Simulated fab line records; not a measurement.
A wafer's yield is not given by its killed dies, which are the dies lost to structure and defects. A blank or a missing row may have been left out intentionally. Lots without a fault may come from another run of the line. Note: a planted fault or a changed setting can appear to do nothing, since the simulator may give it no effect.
fab line records ; flow n5Finfet ; part 1 of 2: steps 1 to 15 of 16
[record] lots = 7; wafers = 21; lastDay = 18
route steps=1938 shown GATE_CUT@493 BEOL_M4@1111 PASSIVATION@1936
lots with no fault: from the same line, run without faults
startH: hours from the record's opening day to when the first of the lot's shown wafers began ; waitH: hours from the lot's prior step to this one ; " unchanged from the row above ; L1.1+2: several wafers, shown together as one row ; - either no value or no given start ; * or withheld: withheld ; < > ~ a bound
route shown NAME@n: a module of which the file shows steps, and the number in the route of the first ; usual: mean and standard deviation over wafers with no fault ; same: alike in all rows ; chamber/n: place in a boat ; sites: readings site by site ; _std_site: the standard deviation of these ; _edge_site: mean of outer sites minus mean of inner sites ; radiusMm: for every site, how far away it sits from the centre of the wafer ; mask NAME#n: copy n ; behind: the last tool/chamber to shape the wafer ; hold: the reason the lot was held/the length of the hold in hours/how it ended ; device: which transistor (n, p or np) failed to switch ; end of line: at the end of the route, the tests of the same wafers ; for a step that has no rows: nothing shown but its recipe ; killed: not the wafer's yield, but the dies lost to structure and defects at the first sort ; map: dies across one wafer; x = killed, . = not, _ = none there
set.NAME: the setting that was run; set.NAME@STEP: the one run at that earlier step ; model.NAME: the simulator's own value behind a step, which no gauge read
lots seen at some steps along the route; tables by step, rows by wafer
services: the hour from which a tool's chamber was out of use, counted from the record's first day as startH (under 0 if before that day), plus the number of hours and why
[[steps]]
[step N5_GATE_CUT_ETCH_37]
[recipe] chemistry = N2/H2; target = SOC; targetDepthA = 600; overetchA = 120; maskMaterial = SiARC; tempC = 40; timeS = 90; ionEnergyEv = 200; pressureMtorr = 30; sourceW = 840; biasW = 150; n2FlowSccm = 200; h2FlowSccm = 200
[step N5_GATE_CUT_STRIP_38]
[recipe] chemistry = N2/H2; tempC = 40; n2FlowSccm = 200; h2FlowSccm = 200; rfFrequencyHz = 6e+07
[step N5_GATE_CUT_STRIP_39]
[recipe] chemistry = N2/H2; tempC = 40; n2FlowSccm = 200; h2FlowSccm = 200; rfFrequencyHz = 6e+07
[step N5_GATE_CUT_HM_OPEN_40]
[recipe] chemistry = C4F6/O2; target = SiO2; maskMaterial = SiARC; targetDepthA = 1390; timeS = 85.1; ionEnergyEv = 250; pressureMtorr = 30; sourceW = 345; biasW = 185; Ar_flow_sccm = 300; C4F6_flow_sccm = 10; O2_flow_sccm = 10; ends = cleared
[usual] biasW = 185.1/0.51; drypumpMotorCurrentA = 5.8/0.54; etchRfOnTimeS = 94/3.3; oesProductAu = 0.68/0.07; rfVppV = 656/15; showerheadPlenumPTorr = 2.86/0.096; throttleValvePct = 20.80/0.22
lot.wafer;tool;chamber;startH;waitH;biasW;drypumpMotorCurrentA;etchRfOnTimeS;oesProductAu;rfHoursCounterH;rfVppV;showerheadPlenumPTorr;throttleValvePct
L111.1;rieDiel-02;2;105.39;0.0;184.7;6.3;91;0.68;161;635;2.74;20.93
L111.2;rieDiel-02;0;105.39;0.0;185.1;6.4;89;0.63;242;662;2.90;20.81
L111.6;rieDiel-02;3;105.39;0.0;185.1;6.4;99;0.66;-;647;2.85;20.99
L118.1;rieDiel-06;0;142.93;0.0;185.0;5.9;91;0.67;184;685;2.94;21.09
L118.2;rieDiel-06;1;142.93;0.0;185.7;5.4;92;0.78;47;656;2.89;20.47
L118.5;rieDiel-06;1;142.93;0.0;184.7;5.4;94;0.78;-;657;2.89;20.48
L119.2;rieDiel-04;3;151.53;0.0;185.5;5.9;97;0.62;225;653;2.69;20.89
L119.4;rieDiel-04;3;151.53;0.0;185.4;5.9;99;0.61;-;653;2.69;20.90
L119.6;rieDiel-04;1;151.53;0.0;185.1;6.2;93;0.65;-;669;2.94;20.60
L120.3;rieDiel-04;3;158.45;0.0;185.4;5.9;97;0.61;228;653;2.69;20.89
L120.4;rieDiel-04;1;158.45;0.0;185.0;6.3;94;0.66;-;671;2.94;20.60
L120.5;rieDiel-04;0;158.45;0.0;185.3;5.3;95;0.68;-;641;2.96;20.95
L121.2;rieDiel-02;1;166.66;0.0;184.2;5.1;92;0.64;222;687;2.89;20.50
L121.3;rieDiel-02;3;166.66;0.0;185.5;6.4;99;0.63;186;646;2.84;20.99
L121.4;rieDiel-02;2;166.66;0.0;185.4;6.3;91;0.67;181;636;2.73;20.95
L125.1;rieDiel-02;1;187.27;0.0;185.5;5.1;90;0.63;228;688;2.89;20.53
L125.4;rieDiel-02;2;187.27;0.0;184.9;6.4;91;0.66;187;637;2.73;20.95
L125.6;rieDiel-02;2;187.27;0.0;185.1;6.3;88;0.66;-;636;2.73;20.95
L130.3;rieDiel-02;3;217.23;0.0;186.0;6.5;97;0.62;200;646;2.84;21.02
L130.5;rieDiel-02;2;217.23;0.0;185.1;6.3;92;0.66;-;635;2.73;20.98
L130.6;rieDiel-02;3;217.23;0.0;184.8;6.5;101;0.62;-;644;2.84;21.02
[step N5_GATE_CUT_STRIP_41]
[recipe] chemistry = CF4; resist = SiARC; powerW = 300; biasPowerW = 75; pressureMtorr = 50; cf4FlowSccm = 150; rfFrequencyHz = 6e+07
[usual] biasPowerW = 74.99/0.22; drypumpMotorCurrentA = 5.8/0.54; oesProductAu = 0.175/0.016; rfVppV = 271.5/1.6; showerheadPlenumPTorr = 1.81/0.064; throttleValvePct = 13.59/0.18
lot.wafer;tool;chamber;startH;waitH;biasPowerW;drypumpMotorCurrentA;oesProductAu;rfHoursCounterH;rfVppV;showerheadPlenumPTorr;throttleValvePct
L111.1;rieDiel-02;2;105.45;0.0;74.90;6.3;0.175;161;269.1;1.71;13.50
L111.2;rieDiel-02;0;105.45;0.0;74.84;6.4;0.158;242;272.2;1.86;13.83
L111.6;rieDiel-02;3;105.45;0.0;74.98;6.5;0.171;-;272.3;1.79;13.59
L118.1;rieDiel-06;0;143.00;0.0;74.67;5.9;0.170;184;273.1;1.85;13.82
L118.2;rieDiel-06;1;143.00;0.0;74.65;5.4;0.191;47;272.4;1.81;13.14
L118.5;rieDiel-06;1;143.00;0.0;75.04;5.4;0.192;-;271.4;1.81;13.14
L119.2;rieDiel-04;3;151.59;0.0;75.12;5.9;0.160;225;270.3;1.73;13.84
L119.4;rieDiel-04;3;151.59;0.0;75.04;5.9;0.163;-;269.2;1.73;13.86
L119.6;rieDiel-04;1;151.59;0.0;74.93;6.3;0.176;-;271.3;1.88;13.51
L120.3;rieDiel-04;3;158.51;0.0;74.94;5.9;0.164;228;269.1;1.73;13.86
L120.4;rieDiel-04;1;158.51;0.0;75.27;6.3;0.172;-;273.1;1.88;13.51
L120.5;rieDiel-04;0;158.51;0.0;74.88;5.3;0.177;-;272.8;1.85;13.57
L121.2;rieDiel-02;1;166.72;0.0;75.08;5.1;0.162;222;273.8;1.87;13.61
L121.3;rieDiel-02;3;166.72;0.0;75.22;6.4;0.163;186;271.5;1.78;13.66
L121.4;rieDiel-02;2;166.72;0.0;74.71;6.3;0.167;181;268.3;1.71;13.55
L125.1;rieDiel-02;1;187.33;0.0;75.33;5.1;0.163;228;274.2;1.87;13.61
L125.4;rieDiel-02;2;187.33;0.0;74.73;6.3;0.164;187;270.4;1.71;13.56
L125.6;rieDiel-02;2;187.33;0.0;74.73;6.3;0.166;-;270.5;1.71;13.55
L130.3;rieDiel-02;3;217.29;0.0;75.18;6.4;0.170;200;270.6;1.78;13.70
L130.5;rieDiel-02;2;217.29;0.0;75.03;6.3;0.164;-;268.8;1.70;13.60
L130.6;rieDiel-02;3;217.29;0.0;75.25;6.4;0.168;-;270.5;1.78;13.69
[step N5_GATE_CUT_STRIP_42]
[recipe] chemistry = O2; powerW = 400; tempC = 40; pressureMtorr = 30; rfFrequencyHz = 6e+07; biasPowerW = 0; overashFraction = 0.3; o2FlowSccm = 225
[step N5_GATE_CUT_ETCH_19]
[recipe] chemistry = CH3F/O2; target = SiNx; maskMaterial = SiO2; targetDepthA = 537; timeS = 76.7; pressureMtorr = 30; sourceW = 395; biasW = 73; Ar_flow_sccm = 150; CH3F_flow_sccm = 30; O2_flow_sccm = 20; ionEnergyEv = 120; ends = cleared
[usual] CH3F_flow_sccm = 30.00/0.088; O2_flow_sccm = 20.01/0.067; biasW = 72.99/0.21; drypumpMotorCurrentA = 5.8/0.53; etchRfOnTimeS = 77.6/2.2; oesProductAu = 0.64/0.065; rfVppV = 293/6.8; showerheadPlenumPTorr = 2.01/0.071; throttleValvePct = 16.27/0.2
lot.wafer;tool;chamber;startH;waitH;CH3F_flow_sccm;O2_flow_sccm;biasW;drypumpMotorCurrentA;etchRfOnTimeS;oesProductAu;rfHoursCounterH;rfVppV;showerheadPlenumPTorr;throttleValvePct
L111.1;rieDiel-02;2;105.51;0.0;30.04;20.06;73.08;6.3;75.6;0.64;162;285;1.93;16.36
L111.2;rieDiel-02;0;105.51;0.0;29.98;20.02;72.91;6.4;74.2;0.59;242;297;2.04;16.36
L111.6;rieDiel-02;3;105.51;0.0;30.11;19.99;72.92;6.5;80.0;0.62;-;288;2.00;16.40
L118.1;rieDiel-06;0;143.06;0.0;30.18;20.07;73.17;5.9;77.3;0.63;184;307;2.07;16.54
L118.2;rieDiel-06;1;143.06;0.0;30.04;19.91;72.83;5.4;75.1;0.73;47;293;2.03;15.92
L118.5;rieDiel-06;1;143.06;0.0;30.02;20.00;72.91;5.4;75.4;0.73;-;293;2.03;15.90
L119.2;rieDiel-04;3;151.65;0.0;30.14;19.88;72.72;5.9;80.5;0.59;225;291;1.89;16.41
L119.4;rieDiel-04;3;151.65;0.0;30.08;20.02;72.96;5.9;80.7;0.59;-;292;1.89;16.40
L119.6;rieDiel-04;1;151.65;0.0;29.87;19.92;73.47;6.3;77.4;0.62;-;299;2.07;16.11
L120.3;rieDiel-04;3;158.57;0.0;30.12;20.00;72.80;5.9;81.7;0.58;228;291;1.89;16.40
L120.4;rieDiel-04;1;158.57;0.0;30.12;20.01;73.12;6.2;78.3;0.61;-;300;2.07;16.09
L120.5;rieDiel-04;0;158.57;0.0;30.04;19.94;73.01;5.3;78.5;0.64;-;285;2.08;16.39
L121.2;rieDiel-02;1;166.78;0.0;29.91;20.03;72.76;5.1;78.0;0.60;222;308;2.03;16.04
L121.3;rieDiel-02;3;166.78;0.0;30.00;20.01;72.95;6.4;82.5;0.59;186;289;2.00;16.43
L121.4;rieDiel-02;2;166.78;0.0;30.00;20.05;73.24;6.3;76.1;0.63;181;284;1.92;16.40
L125.1;rieDiel-02;1;187.39;0.0;29.89;19.96;73.09;5.1;76.3;0.60;228;308;2.03;16.06
L125.4;rieDiel-02;2;187.39;0.0;30.01;19.85;72.62;6.3;74.5;0.63;187;286;1.92;16.41
L125.6;rieDiel-02;2;187.39;0.0;29.96;19.92;73.16;6.3;74.9;0.63;-;285;1.92;16.39
L130.3;rieDiel-02;3;217.35;0.0;29.90;20.07;73.31;6.4;81.0;0.59;200;288;1.99;16.45
L130.5;rieDiel-02;2;217.35;0.0;30.03;19.98;72.85;6.3;76.3;0.62;-;286;1.91;16.43
L130.6;rieDiel-02;3;217.35;0.0;29.91;20.02;73.19;6.5;81.8;0.59;-;288;1.99;16.45
[step N5_GATE_CUT_CUT_ETCH_53]
[recipe] chemistry = SF6/Cl2; target = W; maskMaterial = SiO2; targetDepthA = 792; pressureMtorr = 8; icpW = 900; biasW = 80; SF6_flow_sccm = 40; Cl2_flow_sccm = 60; ends = cleared
[step N5_GATE_CUT_CUT_ETCH_54]
[recipe] chemistry = Cl2/BCl3; target = TiN; maskMaterial = SiO2; targetDepthA = 967; pressureMtorr = 10; icpW = 1000; biasW = 126; Cl2_flow_sccm = 53.25; bcl3FlowSccm = 21.75; Ar_flow_sccm = 25; ends = cleared
[usual] bcl3FlowSccm = 21.75/0.064; biasW = 126.0/0.36; drypumpMotorCurrentA = 5.5/0.34; etchRfOnTimeS = 36.2/1.6; oesProductAu = 0.68/0.13; throttleValvePct = 22.40/0.25
lot.wafer;tool;chamber;startH;waitH;bcl3FlowSccm;biasW;drypumpMotorCurrentA;etchRfOnTimeS;oesProductAu;rfHoursCounterH;throttleValvePct
L111.1;rieMetal-03;0;105.67;0.0;21.71;126.2;5.7;35.2;0.69;53;22.35
L111.2;rieMetal-03;1;105.67;0.0;21.78;126.2;5.9;36.7;0.73;30;22.59
L111.6;rieMetal-03;1;105.67;0.0;21.71;126.2;5.9;36.8;0.73;-;22.58
L118.1;rieMetal-01;0;143.22;0.0;21.75;126.0;5.5;36.3;0.84;3;22.68
L118.2;rieMetal-01;1;143.22;0.0;21.66;126.0;5.6;32.6;0.90;8;21.84
L118.5;rieMetal-01;0;143.22;0.0;21.77;126.1;5.5;36.5;0.83;-;22.67
L119.2;rieMetal-02;0;151.82;0.0;21.79;125.3;5.0;38.1;0.55;125;22.48
L119.4;rieMetal-02;0;151.82;0.0;21.75;125.1;4.9;37.8;0.55;-;22.47
L119.6;rieMetal-02;1;151.82;0.0;21.69;126.0;5.5;35.8;0.55;-;22.44
L120.3;rieMetal-02;1;158.76;0.0;21.80;125.5;5.5;36.1;0.55;-;22.45
L120.4;rieMetal-02;0;158.76;0.0;21.76;126.2;4.9;38.2;0.55;-;22.49
L120.5;rieMetal-02;1;158.76;0.0;21.75;126.2;5.5;35.9;0.55;-;22.45
L121.2;rieMetal-01;0;166.95;0.0;21.63;126.2;5.4;36.9;0.82;5;22.70
L121.3;rieMetal-01;1;166.95;0.0;21.85;126.5;5.6;32.9;0.89;-;21.83
L121.4;rieMetal-01;0;166.95;0.0;21.70;126.2;5.4;36.8;0.82;-;22.67
L125.1;rieMetal-03;0;187.56;0.0;21.78;126.1;5.6;36.1;0.66;61;22.38
L125.4;rieMetal-03;1;187.56;0.0;21.76;125.6;5.9;37.0;0.71;-;22.60
L125.6;rieMetal-03;1;187.56;0.0;21.67;125.7;5.9;36.8;0.71;-;22.58
L130.3;rieMetal-01;1;217.54;0.0;21.69;126.2;5.6;33.0;0.86;-;21.86
L130.5;rieMetal-01;0;217.54;0.0;21.69;126.1;5.5;37.0;0.79;-;22.71
L130.6;rieMetal-01;1;217.54;0.0;21.76;125.7;5.6;33.0;0.86;-;21.85
[step N5_GATE_CUT_CUT_ETCH_55]
[recipe] chemistry = BCl3; target = HfO2; maskMaterial = SiO2; targetDepthA = 32; ionEnergyEv = 30; pressureMtorr = 5; icpW = 450; biasW = 18; bcl3FlowSccm = 80
[step N5_GATE_CUT_ETCH_47]
[recipe] chemistry = Cl2/BCl3; target = SiO2; targetDepthA = 100; pressureMtorr = 10; icpW = 1000; biasW = 126; Cl2_flow_sccm = 53.25; bcl3FlowSccm = 21.75; Ar_flow_sccm = 25
[usual] bcl3FlowSccm = 21.75/0.07; biasW = 126.0/0.39; drypumpMotorCurrentA = 5.5/0.33; oesProductAu = 0.75/0.14; throttleValvePct = 22.95/0.24
lot.wafer;tool;chamber;startH;waitH;bcl3FlowSccm;biasW;drypumpMotorCurrentA;oesProductAu;rfHoursCounterH;throttleValvePct
L111.1;rieMetal-03;0;105.76;0.0;21.72;126.0;5.7;0.74;53;22.91
L111.2;rieMetal-03;1;105.76;0.0;21.75;126.1;5.9;0.81;30;23.11
L111.6;rieMetal-03;1;105.76;0.0;21.77;125.8;5.9;0.81;-;23.14
L118.1;rieMetal-01;0;143.31;0.0;21.67;126.4;5.4;0.93;3;23.24
L118.2;rieMetal-01;1;143.31;0.0;21.78;126.6;5.6;0.95;8;22.43
L118.5;rieMetal-01;0;143.31;0.0;21.75;126.0;5.5;0.94;-;23.23
L119.2;rieMetal-02;0;151.91;0.0;21.74;125.1;4.9;0.62;125;23.02
L119.4;rieMetal-02;0;151.91;0.0;21.75;125.9;5.0;0.62;-;23.01
L119.6;rieMetal-02;1;151.91;0.0;21.65;126.3;5.5;0.61;-;22.99
L120.3;rieMetal-02;1;158.84;0.0;21.80;126.1;5.5;0.60;-;22.99
L120.4;rieMetal-02;0;158.84;0.0;21.77;126.2;5.0;0.62;-;23.01
L120.5;rieMetal-02;1;158.84;0.0;21.83;125.9;5.5;0.60;-;22.99
L121.2;rieMetal-01;0;167.04;0.0;21.60;125.9;5.5;0.93;5;23.24
L121.3;rieMetal-01;1;167.04;0.0;21.77;125.6;5.6;0.96;-;22.42
L121.4;rieMetal-01;0;167.04;0.0;21.74;125.3;5.5;0.93;-;23.24
L125.1;rieMetal-03;0;187.65;0.0;21.81;126.1;5.7;0.72;61;22.91
L125.4;rieMetal-03;1;187.65;0.0;21.70;125.5;5.9;0.79;-;23.14
L125.6;rieMetal-03;1;187.65;0.0;21.68;125.8;5.9;0.79;-;23.12
L130.3;rieMetal-01;1;217.62;0.0;21.65;125.7;5.6;0.92;-;22.44
L130.5;rieMetal-01;0;217.62;0.0;21.72;126.4;5.5;0.88;-;23.26
L130.6;rieMetal-01;1;217.62;0.0;21.70;125.5;5.6;0.91;-;22.44
[step N5_GATE_CUT_VAPOR_ETCH_48]
[recipe] chemistry = BCl3/Cl2; target = TiN; mode = isotropic
[step N5_GATE_CUT_VAPOR_ETCH_49]
[recipe] chemistry = BCl3/Cl2; target = TiAlC; mode = isotropic
[usual] drypumpMotorCurrentA = 5.5/0.34; heBacksideLeakSccm = 3.35/0.21; oesProductAu = 0.75/0.14
lot.wafer;tool;chamber;startH;waitH;drypumpMotorCurrentA;heBacksideLeakSccm;oesProductAu
L111.1;rieMetal-03;0;105.82;0.0;5.7;3.50;0.76
L111.2;rieMetal-03;1;105.82;0.0;5.9;3.25;0.83
L111.6;rieMetal-03;1;105.82;0.0;5.9;3.25;0.83
L118.1;rieMetal-01;0;143.37;0.0;5.5;3.47;0.95
L118.2;rieMetal-01;1;143.37;0.0;5.7;3.72;0.97
L118.5;rieMetal-01;0;143.37;0.0;5.5;3.20;0.95
L119.2;rieMetal-02;0;151.97;0.0;-;-;-
L119.4;rieMetal-02;0;151.97;0.0;-;-;-
L119.6;rieMetal-02;1;151.97;0.0;-;-;-
L120.3;rieMetal-02;1;158.90;0.0;-;-;-
L120.4;rieMetal-02;0;158.90;0.0;-;-;-
L120.5;rieMetal-02;1;158.90;0.0;-;-;-
L121.2;rieMetal-01;0;167.10;0.0;-;-;-
L121.3;rieMetal-01;1;167.10;0.0;-;-;-
L121.4;rieMetal-01;0;167.10;0.0;-;-;-
L125.1;rieMetal-03;0;187.71;0.0;5.7;3.63;0.73
L125.4;rieMetal-03;1;187.71;0.0;5.9;3.12;0.80
L125.6;rieMetal-03;1;187.71;0.0;5.9;3.16;0.80
L130.3;rieMetal-01;1;217.68;0.0;5.6;3.65;0.94
L130.5;rieMetal-01;0;217.68;0.0;5.5;2.97;0.89
L130.6;rieMetal-01;1;217.68;0.0;5.6;3.56;0.93
[step N5_GATE_CUT_VAPOR_ETCH_51]
[recipe] chemistry = BCl3/Cl2; target = HfO2; mode = isotropic
[step N5_BEOL_M4_RC_MEAS_101]
[usual] DIBL_N = 37.0/2.3; DIBL_P = 37.3/2.8; IOFF_N = 0.17/0.046; IOFF_P = 0.23/0.054; ION_N = 675/14; ION_P = 460/9.3; SS_N = 71.7/0.73; SS_P = 73.6/0.95; VT_N = 249/3.9; VT_P = -250/3.9
lot.wafer;tool;chamber;startH;waitH;DIBL_N[mV/V];DIBL_P[mV/V];IOFF_N[nA/um];IOFF_P[nA/um];ION_N[uA/um];ION_P[uA/um];SS_N[mV/dec];SS_P[mV/dec];VT_N[mV];VT_P[mV]
L111.1;prober-02;0;190.60;0.0;39.5;38.6;0.20;0.20;664;445;72.7;73.3;247;-256
L111.2;prober-02;0;190.60;0.0;37.1;38.9;0.18;0.21;680;461;71.4;73.5;248;-250
L111.6;prober-02;0;190.60;0.0;35.3;34.2;0.14;0.15;654;445;71.5;72.1;254;-255
L118.1;prober-01;0;225.37;0.0;36.8;35.2;0.16;0.23;679;471;71.8;72.9;251;-246
L118.2;prober-01;0;225.37;0.0;35.5;35.9;0.14;0.24;668;469;70.9;74.1;252;-250
L118.5;prober-01;0;225.37;0.0;35.5;33.5;0.13;0.19;665;466;71.2;73.2;253;-250
L119.2;prober-01;0;235.57;0.2;37.3;37.4;0.15;0.23;662;455;71.4;74.5;252;-248
L119.4;prober-01;0;235.57;0.2;36.2;34.4;0.14;0.17;664;452;71.6;72.6;253;-254
L119.6;prober-01;0;235.57;0.2;36.7;35.2;0.15;0.18;662;457;71.8;72.4;250;-251
L120.3;prober-02;0;248.51;0.3;36.3;37.7;0.16;0.24;667;464;71.0;73.4;248;-247
L120.4;prober-02;0;248.51;0.3;34.2;34.5;0.13;0.20;659;461;70.2;73.1;251;-249
L120.5;prober-02;0;248.51;0.3;38.9;40.7;0.24;0.32;700;478;71.8;74.5;243;-243
L121.2;prober-02;0;251.04;0.2;37.3;39.3;0.23;0.29;695;473;71.2;74.5;241;-242
L121.3;prober-02;0;251.04;0.2;35.5;37.2;0.19;0.25;679;470;71.1;73.6;243;-248
L121.4;prober-02;0;251.04;0.2;38.5;40.0;0.26;0.32;691;472;72.5;74.4;242;-243
L125.1;prober-02;0;286.19;0.0;34.0;33.0;0.11;0.15;656;446;70.9;72.6;256;-254
L125.4;prober-02;0;286.19;0.0;37.0;35.2;0.14;0.18;670;451;71.3;73.5;254;-254
L125.6;prober-02;0;286.19;0.0;34.7;32.4;0.11;0.15;649;447;71.2;72.7;256;-255
L130.3;prober-02;0;320.02;0.3;34.7;34.0;0.13;0.18;655;449;71.6;73.3;252;-252
L130.5;prober-02;0;320.02;0.3;42.4;44.0;0.32;0.37;699;473;74.0;75.3;242;-244
L130.6;prober-02;0;320.02;0.3;37.3;38.3;0.20;0.25;673;458;72.0;74.7;248;-248
[[key]]
[firstSign] step = N5_GATE_CUT_VAPOR_ETCH_49; reading = toolRecord; direction = missing
effect none on later readings
metAt N5_GATE_CUT_VAPOR_ETCH_49
struckWafers L119.2,L119.4,L119.6,L120.3,L120.4,L120.5,L121.2,L121.3,L121.4
[baselineLoss] step = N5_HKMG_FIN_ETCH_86; wafers = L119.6
onsetBetween 143.37 151.97
[fault] kind = skippedStepWhole; tool = rieMetal-01,rieMetal-02; chamber = -; onsetH = 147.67; steps = N5_GATE_CUT_VAPOR_ETCH_49; scope = struckLotsOnly
// baselineLoss: these wafers lose ten dies or more at that step, a loss of the line's own and not of a fault; the sort's usual values leave them out
